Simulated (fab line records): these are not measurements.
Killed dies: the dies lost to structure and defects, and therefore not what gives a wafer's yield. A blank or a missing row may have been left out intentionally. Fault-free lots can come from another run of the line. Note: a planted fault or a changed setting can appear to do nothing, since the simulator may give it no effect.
The tool behind it: which one? / flow nandHarc / route of 1302 steps, sampled at 1 step: 12 lots, 36 wafers

WHAT EACH GAUGE READ, for each wafer
NHARC_P_M2_INSPECT_11.
lot=L075; measured=day 6 20:50; on=defectInspect-01; rawDefectCount=4 6 12
lot=L077; measured=day 7 15:34; on=defectInspect-02; rawDefectCount=5 3 5
lot=L079; measured=day 8 11:01; on=defectInspect-02; rawDefectCount=3 3 4
lot=L081; measured=day 9 15:35; on=defectInspect-02; rawDefectCount=2 2 2
lot=L083; measured=day 10 09:25; on=defectInspect-01; rawDefectCount=4 3 1
lot=L084; measured=day 11 01:01; on=defectInspect-01; rawDefectCount=5 2 6
lot=L088; measured=day 12 08:07; on=defectInspect-01; rawDefectCount=8 3 5
lot=L089; measured=day 12 20:13; on=defectInspect-02; rawDefectCount=4 9 2
lot=L091; measured=day 13 14:27; on=defectInspect-02; rawDefectCount=11 8 8
lot=L093; measured=day 14 02:23; on=defectInspect-02; rawDefectCount=6 8 6
lot=L095; measured=day 15 02:08; on=defectInspect-02; rawDefectCount=10 4 7
lot=L097; measured=day 16 00:29; on=defectInspect-02; rawDefectCount=3 2 2

EACH LOT AND THE TOOL THAT RAN IT (in order: tool; ch and the chambers of the sampled wafers; start)
Before these readings, the record contains no process step.

THE ANSWER, worked out from the rows above alone
Rule: the lots themselves supply what counts as usual. Put in order of their means at a reading, lots are off if they are a third of the lots or fewer, leave a main group of 4 or more, and stand apart from it by a gap of 3 or more times the standard deviation of the main group's means; of several such gaps the widest counts. A main group whose means are all the same, to the digits that the tables above print for the reading, isn't used. A lot without any number at a reading at which 4 lots or more have one is off too. Any other lot the step has rows for is counted as sound.
Across all readings shown, no lot is off: no conclusion can be drawn from this.

WHAT THE SIMULATOR PUT IN
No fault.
